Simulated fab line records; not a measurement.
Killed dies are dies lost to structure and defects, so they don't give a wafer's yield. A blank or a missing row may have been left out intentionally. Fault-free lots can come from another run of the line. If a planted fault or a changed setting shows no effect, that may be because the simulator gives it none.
fab line records | flow nand-harc
record: lots: 5 | wafers: 15 | last-day: 23
route steps=1159 shown A_ONON_D1@447 A_CHANNEL_HOLE_D1@450 END@1159
lots that met no fault: taken from a fault-free run of the same line
start-h: start of the lot's first displayed wafer, in hours after the record's first day | wait-h: hours elapsed since this lot's preceding step | " unchanged from the row above | L1.1+2: several wafers, shown together as one row | - no value, or no start given | * or withheld: withheld | < > ~ a bound
route shown NAME@n: NAME is a module with steps in the file, n the number in the route of the first one | usual: the fault-free wafers' mean and standard deviation | same: alike in all rows | chamber/n: place in a boat | sites: the reading at each site | _std_site: the values' standard deviation | _edge_site: mean of outer sites minus mean of inner sites | radius-mm: how far each site lies from the wafer's centre | mask NAME#n: copy n | behind: the most recent tool/chamber to have shaped the wafer | hold: cause of the lot's hold/its duration in hours/its outcome | device: transistor that didn't switch, given as n, p or np | end of line: the same wafers' tests at the end of the route | a step with no rows: only its recipe | killed: at the first sort, the dies lost to defects and structure; wafer yield is something else | map: per-die view of a wafer (x killed, . not killed, _ where there is no die)
set.NAME: the setting as run; set.NAME@STEP: as run at that earlier step | model.NAME: the simulator's own value behind a step, which no gauge read
lots at selected steps of the route; one table per step, one row per wafer
services: a tool's chamber out of use, with start hour (start-h, from the record's first day; less than 0 if before it), hours out, and reason
== steps ==
step: NHARC_A_ONON_D1_THK_MEAS_34
recipe: thk-meas-gauge: ellipsometry
usual: thk-nm: 200.0/2.6
lot.wafer | tool          | chamber | start-h | wait-h | thk-nm
L338.3    | film-metro-01 | -       | 182.78  | -      | 196.2
L338.5    | "             | -       | "       | "      | 200.5
L338.6    | "             | -       | "       | "      | 199.8
L341.1    | film-metro-02 | -       | 199.38  | -      | 196.8
L341.2    | "             | -       | "       | "      | 201.1
L341.6    | "             | -       | "       | "      | 202.7
L343.2    | film-metro-02 | -       | 208.98  | -      | 197.1
L343.3    | "             | -       | "       | "      | 197.0
L343.4    | "             | -       | "       | "      | 198.8
L352.2    | film-metro-02 | -       | 266.29  | 0.4    | 197.6
L352.4    | "             | -       | "       | "      | 203.2
L352.5    | "             | -       | "       | "      | 202.6
L355.1    | film-metro-01 | -       | 274.59  | -      | 197.0
L355.3    | "             | -       | "       | "      | 198.5
L355.6    | "             | -       | "       | "      | 198.4
step: NHARC_A_ONON_D1_INSPECT_32
usual: raw-defect-count: 76/26
lot.wafer | tool              | chamber | start-h | wait-h | raw-defect-count
L338.3    | defect-inspect-02 | -       | 182.86  | 0.0    | 59
L338.5    | "                 | -       | "       | "      | 98
L338.6    | "                 | -       | "       | "      | 60
L341.1    | defect-inspect-01 | -       | 199.47  | 0.0    | 51
L341.2    | "                 | -       | "       | "      | 72
L341.6    | "                 | -       | "       | "      | 72
L343.2    | defect-inspect-01 | -       | 209.04  | 0.0    | 82
L343.3    | "                 | -       | "       | "      | 82
L343.4    | "                 | -       | "       | "      | 56
L352.2    | defect-inspect-01 | -       | 266.35  | 0.0    | 101
L352.4    | "                 | -       | "       | "      | 124
L352.5    | "                 | -       | "       | "      | 109
L355.1    | defect-inspect-02 | -       | 274.65  | 0.0    | 76
L355.3    | "                 | -       | "       | "      | 121
L355.6    | "                 | -       | "       | "      | 91
step: NHARC_A_CHANNEL_HOLE_D1_DEP_00
recipe: target-thk-a: 31000 | temp-c: 400 | material: aC
usual: throttle-valve-pct: 35.001/0.0092
lot.wafer | tool       | chamber | start-h | wait-h | throttle-valve-pct
L338.3    | acl-dep-03 | 0       | 183.68  | 0.8    | 35.000
L338.5    | "          | 0       | "       | "      | 35.011
L338.6    | "          | 0       | "       | "      | 35.004
L341.1    | acl-dep-03 | 0       | 199.53  | 0.1    | 35.004
L341.2    | "          | 0       | "       | "      | 34.997
L341.6    | "          | 0       | 201.14  | 1.7    | 35.001
L343.2    | acl-dep-01 | 0       | 211.02  | 2.0    | 35.010
L343.3    | "          | 0       | "       | "      | 34.987
L343.4    | "          | 0       | "       | "      | 34.999
L352.2    | acl-dep-01 | 0       | 266.73  | 0.4    | 34.999
L352.4    | "          | 0       | "       | "      | 35.014
L352.5    | "          | 0       | "       | "      | 35.005
L355.1    | acl-dep-03 | 0       | 274.72  | 0.1    | 34.991
L355.3    | "          | 0       | "       | "      | 34.988
L355.6    | "          | 0       | "       | "      | 35.000
step: NHARC_A_CHANNEL_HOLE_D1_DEP_01
recipe: target-thk-a: 1400 | target-thk-nm: 140 | temp-c: 400 | pressure-torr: 3.5 | flow-sccm: 200 | rf-w: 350 | material: SiON
usual: heater-power-w: 757/95
lot.wafer | tool     | chamber | start-h | wait-h | heater-power-w | since-wet-clean-h
L338.3    | pecvd-03 | 2       | 185.00  | 1.0    | 832            | 61
L338.5    | "        | 1       | "       | "      | 676            | -
L338.6    | "        | 0       | "       | "      | 632            | -
L341.2    | pecvd-03 | 2       | 201.48  | 1.3    | 754            | 77
L341.1    | "        | 0       | "       | "      | 656            | 77
L341.6    | "        | 1       | "       | "      | 842            | -
L343.3    | pecvd-02 | 2       | 212.65  | 1.0    | 784            | 47
L343.2    | "        | 1       | "       | "      | 704            | 47
L343.4    | "        | 1       | "       | "      | 704            | -
L352.2    | pecvd-03 | 1       | 268.56  | 1.5    | 844            | 144
L352.4    | "        | 1       | "       | "      | 861            | -
L352.5    | "        | 2       | "       | "      | 796            | -
L355.1    | pecvd-04 | 1       | 276.67  | 1.6    | 821            | 69
L355.3    | "        | 0       | "       | "      | 857            | 69
L355.6    | "        | 0       | "       | "      | 833            | -
step: NHARC_A_CHANNEL_HOLE_D1_DEHYDRATE_02
recipe: temp-c: 150 | time-s: 120
step: NHARC_A_CHANNEL_HOLE_D1_HMDS_03
recipe: time-s: 30
step: NHARC_A_CHANNEL_HOLE_D1_COAT_36
recipe: temp-c: 260 | time-s: 75
step: NHARC_A_CHANNEL_HOLE_D1_COAT_37
recipe: temp-c: 225 | time-s: 65
step: NHARC_A_CHANNEL_HOLE_D1_COAT_04
recipe: spin-rpm: 1500 | resist-thk-nm: 90
step: NHARC_A_CHANNEL_HOLE_D1_SOFTBAKE_05
recipe: temp-c: 105 | time-s: 55
step: NHARC_A_CHANNEL_HOLE_D1_EBR_06
step: NHARC_A_CHANNEL_HOLE_D1_EXPOSE_07
recipe: na: 1.35 | target-cd-nm: 100 | sigma-outer: 0.3 | dose-mj: 59.65 | mask-id: HOLE_D1
lot.wafer  | tool            | chamber | start-h | wait-h | mask
L338.3+5+6 | arfi-scanner-01 | 0       | 185.57  | -      | HOLE_D1#0
L341.1+2+6 | arfi-scanner-03 | 0       | 202.06  | -      | HOLE_D1#0
L343.2+3+4 | arfi-scanner-01 | 0       | 213.27  | -      | HOLE_D1#0
L352.2+4+5 | arfi-scanner-01 | 0       | 269.12  | -      | HOLE_D1#0
L355.1+3+6 | arfi-scanner-03 | 0       | 277.26  | -      | HOLE_D1#0
step: NHARC_A_CHANNEL_HOLE_D1_PEB_08
recipe: peb-temp-c: 100 | peb-time-s: 65
step: NHARC_A_CHANNEL_HOLE_D1_DEVELOP_09
recipe: develop-time-s: 35 | dev-temp-c: 23
step: NHARC_A_CHANNEL_HOLE_D1_CD_MEAS_10
recipe: target-cd-nm: 100 | landing-energy-ev: 500
usual: cd-nm: 99.9/0.48
lot.wafer | tool      | chamber | start-h | wait-h | cd-nm
L338.3    | cd-sem-01 | 0       | 185.71  | -      | 100.2
L338.5    | "         | 0       | "       | "      | 99.8
L338.6    | "         | 0       | "       | "      | 100.2
L341.1    | cd-sem-03 | 0       | 202.20  | -      | 99.0
L341.2    | "         | 0       | "       | "      | 100.6
L341.6    | "         | 0       | "       | "      | 100.0
L343.2    | cd-sem-01 | 0       | 213.40  | -      | 100.3
L343.3    | "         | 0       | "       | "      | 100.2
L343.4    | "         | 0       | "       | "      | 100.6
L352.2    | cd-sem-02 | 0       | 269.26  | -      | 98.8
L352.4    | "         | 0       | "       | "      | 99.1
L352.5    | "         | 0       | "       | "      | 99.5
L355.1    | cd-sem-02 | 0       | 277.40  | -      | 100.3
L355.3    | "         | 0       | "       | "      | 100.6
L355.6    | "         | 0       | "       | "      | 100.5
step: NHARC_A_CHANNEL_HOLE_D1_OVL_MEAS_11
usual: overlay-x-nm: 0.2/0.86 | overlay-y-nm: 0.5/0.99
lot.wafer | tool       | chamber | start-h | wait-h | overlay-x-nm | overlay-y-nm
L338.3    | overlay-01 | -       | 185.79  | -      | -0.2         | 0.7
L338.5    | "          | -       | "       | "      | 0.3          | 0.4
L338.6    | "          | -       | "       | "      | 0.4          | 1.0
L341.1    | overlay-02 | -       | 202.29  | -      | 0.0          | 1.4
L341.2    | "          | -       | "       | "      | 0.9          | 1.6
L341.6    | "          | -       | "       | "      | 0.4          | 1.9
L343.2    | overlay-02 | -       | 213.49  | -      | 1.2          | 0.4
L343.3    | "          | -       | "       | "      | 0.2          | 1.0
L343.4    | "          | -       | "       | "      | 0.6          | 1.3
L352.2    | overlay-01 | -       | 269.34  | -      | 0.3          | 1.2
L352.4    | "          | -       | "       | "      | 0.3          | 1.1
L352.5    | "          | -       | "       | "      | 0.2          | 1.2
L355.1    | overlay-02 | -       | 277.49  | -      | 0.0          | 2.1
L355.3    | "          | -       | "       | "      | 0.5          | 1.6
L355.6    | "          | -       | "       | "      | 0.1          | 1.7
step: NHARC_A_CHANNEL_HOLE_D1_INSPECT_12
usual: raw-defect-count: 5.5/2.7
lot.wafer | tool              | chamber | start-h | wait-h | raw-defect-count
L338.3    | defect-inspect-01 | -       | 185.83  | 0.0    | 6
L338.5    | "                 | -       | "       | "      | 8
L338.6    | "                 | -       | "       | "      | 6
L341.1    | defect-inspect-01 | -       | 202.33  | 0.0    | 4
L341.2    | "                 | -       | "       | "      | 5
L341.6    | "                 | -       | "       | "      | 4
L343.2    | defect-inspect-01 | -       | 213.53  | 0.0    | 6
L343.3    | "                 | -       | "       | "      | 6
L343.4    | "                 | -       | "       | "      | 0
L352.2    | defect-inspect-02 | -       | 269.38  | 0.0    | 6
L352.4    | "                 | -       | "       | "      | 9
L352.5    | "                 | -       | "       | "      | 8
L355.1    | defect-inspect-02 | -       | 277.53  | 0.0    | 6
L355.3    | "                 | -       | "       | "      | 13
L355.6    | "                 | -       | "       | "      | 6
step: NHARC_A_CHANNEL_HOLE_D1_DESCUM_15
recipe: time-s: 3 | o2-flow-sccm: 200 | ar-flow-sccm: 0 | bias-power-w: 0 | chemistry: O2
usual: drypump-motor-current-A: 5.5/0.43 | oes-product-au: 0.999/0.0099 | rf-vpp-V: 57.7/0.93 | showerhead-plenum-p-Torr: 1.91/0.081 | throttle-valve-pct: 11.311/0.0096
lot.wafer | tool        | chamber | start-h | wait-h | drypump-motor-current-A | oes-product-au | rf-hours-counter-h | rf-vpp-V | showerhead-plenum-p-Torr | throttle-valve-pct | model.A_CHANNEL_HOLE_D1.cd-nm
L338.3    | rie-diel-07 | 1       | 185.89  | 0.1    | 5.4                     | 1.003          | 9                  | 55.9     | 1.81                     | 11.312             | 99.44
L338.5    | "           | 1       | "       | "      | 5.4                     | 1.006          | -                  | 58.3     | 1.81                     | 11.333             | 99.1
L338.6    | "           | 0       | "       | "      | 5.1                     | 1.004          | -                  | 57.3     | 1.92                     | 11.319             | 100.3
L341.1    | rie-diel-07 | 2       | 202.39  | 0.1    | 5.4                     | 1.025          | 8                  | 57.5     | 1.93                     | 11.299             | 98.35
L341.2    | "           | 0       | "       | "      | 5.1                     | 0.985          | 9                  | 58.3     | 1.92                     | 11.295             | 100.1
L341.6    | "           | 3       | "       | "      | 6.3                     | 0.996          | -                  | 58.3     | 1.83                     | 11.327             | 100.1
L343.4    | rie-diel-07 | 1       | 213.59  | 0.1    | 5.4                     | 1.001          | 13                 | 57.6     | 1.80                     | 11.305             | 99.5
L343.2    | "           | 3       | "       | "      | 6.3                     | 0.999          | 12                 | 58.4     | 1.83                     | 11.298             | 100.3
L343.3    | "           | 0       | "       | "      | 5.1                     | 0.995          | 11                 | 58.4     | 1.92                     | 11.300             | 100.2
L352.2    | rie-diel-05 | 1       | 269.45  | 0.1    | 5.3                     | 1.009          | 4                  | 57.7     | 1.83                     | 11.307             | 98.81
L352.4    | "           | 2       | "       | "      | 5.1                     | 0.984          | 5                  | 57.4     | 2.04                     | 11.301             | 100.2
L352.5    | "           | 1       | "       | "      | 5.3                     | 1.004          | -                  | 56.6     | 1.83                     | 11.299             | 99.62
L355.1    | rie-diel-05 | 3       | 277.61  | 0.1    | 5.1                     | 1.001          | 5                  | 58.3     | 2.02                     | 11.310             | 99.46
L355.3    | "           | 0       | "       | "      | 5.4                     | 0.985          | 5                  | 58.0     | 1.96                     | 11.321             | 100.9
L355.6    | "           | 1       | "       | "      | 5.3                     | 1.012          | -                  | 58.0     | 1.83                     | 11.290             | 100.2
step: NHARC_A_CHANNEL_HOLE_D1_ETCH_38
recipe: target-depth-a: 390 | over-etch-frac: 0.3 | time-s: 65 | ion-energy-ev: 80 | cf4-flow-sccm: 150 | ar-flow-sccm: 0 | rf-w: 300 | bias-w: 100 | chemistry: CF4
usual: drypump-motor-current-A: 5.5/0.42 | oes-product-au: 0.997/0.01 | rf-vpp-V: 151.2/1.3 | showerhead-plenum-p-Torr: 1.77/0.071 | throttle-valve-pct: 13.283/0.0094
lot.wafer | tool        | chamber | start-h | wait-h | drypump-motor-current-A | oes-product-au | rf-hours-counter-h | rf-vpp-V | showerhead-plenum-p-Torr | throttle-valve-pct
L338.3    | rie-diel-07 | 1       | 185.99  | 0.1    | 5.4                     | 1.006          | 9                  | 149.3    | 1.68                     | 13.302
L338.6    | "           | 1       | "       | "      | 5.4                     | 1.013          | -                  | 148.8    | 1.68                     | 13.281
L338.5    | "           | 0       | "       | "      | 5.0                     | 0.998          | -                  | 150.2    | 1.77                     | 13.289
L341.1    | rie-diel-07 | 3       | 202.48  | 0.1    | 6.3                     | 1.006          | 11                 | 149.2    | 1.69                     | 13.274
L341.2    | "           | 0       | "       | "      | 5.0                     | 0.998          | 9                  | 151.7    | 1.77                     | 13.267
L341.6    | "           | 3       | "       | "      | 6.3                     | 1.007          | -                  | 149.6    | 1.70                     | 13.305
L343.3    | rie-diel-07 | 1       | 213.99  | 0.4    | 5.4                     | 1.006          | 14                 | 150.1    | 1.68                     | 13.281
L343.4    | "           | 3       | "       | "      | 6.3                     | 0.996          | 12                 | 150.9    | 1.69                     | 13.271
L343.2    | "           | 0       | "       | "      | 5.1                     | 0.993          | 12                 | 152.6    | 1.77                     | 13.293
L352.2    | rie-diel-05 | 2       | 269.54  | 0.1    | 5.1                     | 1.003          | 5                  | 152.3    | 1.88                     | 13.286
L352.4    | "           | 3       | "       | "      | 5.1                     | 1.005          | 5                  | 151.7    | 1.86                     | 13.282
L352.5    | "           | 2       | "       | "      | 5.1                     | 1.001          | -                  | 152.1    | 1.88                     | 13.283
L355.1    | rie-diel-05 | 1       | 277.67  | 0.1    | 5.3                     | 0.999          | 5                  | 150.3    | 1.70                     | 13.274
L355.3    | "           | 0       | "       | "      | 5.4                     | 0.988          | 5                  | 151.6    | 1.81                     | 13.285
L355.6    | "           | 2       | "       | "      | 5.1                     | 1.001          | -                  | 153.6    | 1.88                     | 13.280
step: NHARC_END_SORT_01
recipe: temp-c: 25
usual: killed-at-array: 28/8.6 | killed-at-other: 0.7/1.2 | killed-at-periphery: 3.1/2.3 | killed-dies: 32/8.7 | killed-open: 3.2/1.7 | killed-short: 2.0/1.5
same: gross-dies: 677
lot.wafer | tool      | chamber | start-h | wait-h | killed-at-array | killed-at-other | killed-at-periphery | killed-dies | killed-open | killed-short
L341.1    | prober-01 | 0       | 472.75  | 2.5    | 26              | 0               | 1                   | 27          | 2           | 2
L341.2    | prober-01 | 0       | 473.56  | 2.8    | 38              | 6               | 2                   | 46          | 4           | 1
L341.6    | prober-01 | 0       | 476.81  | 4.1    | 25              | 1               | 3                   | 29          | 2           | 3
killed by level:class
L341.1 A_SLIT:chamber-film-flake=9 A_M1:chamber-film-flake=5 A_CONTACT:chamber-film-flake=3 A_CHANNEL_HOLE_D1:chamber-film-flake=2 A_SGD_CUT:geometric-particle:short=1 A_CONTACT:geometric-particle:open=1 A_BLC:geometric-particle:short=1 A_M1:geometric-particle:open=1
L341.2 A_SLIT:chamber-film-flake=12 A_CONTACT:chamber-film-flake=6 THIN_TSV:chamber-film-flake=6 A_M0:chamber-film-flake=4 A_M1:chamber-film-flake=4 A_STAIRCASE:chamber-film-flake=3 P_GATE:chamber-film-flake=2 A_CHANNEL_HOLE_D1:chamber-film-flake=2
L341.6 A_SLIT:chamber-film-flake=7 A_M0:chamber-film-flake=5 A_CHANNEL_HOLE_D1:chamber-film-flake=3 A_CONTACT:chamber-film-flake=3 P_GATE:chamber-film-flake=2 A_STAIRCASE:chamber-film-flake=2 P_M0:geometric-particle:short=1 A_WL_FILL:geometric-particle:short=1
== services ==
tool            | chamber | start-h | hours | kind
rie-diel-05     | -       | 163.60  | 9.0   | pm
pecvd-02        | 2       | 164.78  | 2.7   | repair
rie-diel-05     | 3       | 173.18  | 4.9   | repair
rie-diel-07     | 0       | 182.70  | -     | clean
rie-diel-07     | 1       | 182.70  | -     | clean
rie-diel-07     | 2       | 182.70  | -     | clean
rie-diel-07     | 3       | 182.70  | -     | clean
rie-diel-07     | 0       | 189.71  | 6.5   | repair
pecvd-04        | -       | 195.18  | 13.0  | pm
arfi-scanner-01 | -       | 196.00  | 4.0   | pm
rie-diel-05     | -       | 201.79  | 34.4  | repair
rie-diel-07     | 0       | 207.20  | -     | clean
rie-diel-07     | 1       | 207.20  | -     | clean
rie-diel-07     | 2       | 207.20  | -     | clean
rie-diel-07     | 3       | 207.20  | -     | clean
acl-dep-03      | -       | 223.87  | 13.0  | pm
rie-diel-07     | -       | 228.21  | 9.0   | pm
rie-diel-07     | 0       | 228.21  | 9.0   | vent-cycle
rie-diel-07     | 1       | 228.21  | 9.0   | vent-cycle
rie-diel-07     | 2       | 228.21  | 9.0   | vent-cycle
rie-diel-07     | 3       | 228.21  | 9.0   | vent-cycle
pecvd-03        | 0       | 244.96  | 4.7   | repair
pecvd-03        | 1       | 260.67  | 5.3   | repair
arfi-scanner-03 | -       | 269.02  | 2.4   | repair
== key ==
first-sign none at tools or gauges
model-effect: step: NHARC_A_CHANNEL_HOLE_D1_DESCUM_15 | value: A_CHANNEL_HOLE_D1.cd-nm | without: 99.13 | struck: 100.1
met-at NHARC_A_CHANNEL_HOLE_D1_EXPOSE_07
struck-wafers L341.2
tester-left-out L341
fault: kind: process-parameter-drift | tool: arfi-scanner-03 | chamber: - | onset-h: 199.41 | steps: NHARC_A_CHANNEL_HOLE_D1_EXPOSE_07 | channel: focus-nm | offset: 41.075 | shape: step | end-h: 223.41 | scope: struck-wafers-only
tester-left-out: of these lots the tester's yield and bins aren't shown, on N5 and GAA mostly nor the transistor test; their killed dies are dies lost to structure and defects alone, not to doping, threshold or leakage, so they don't give the yield
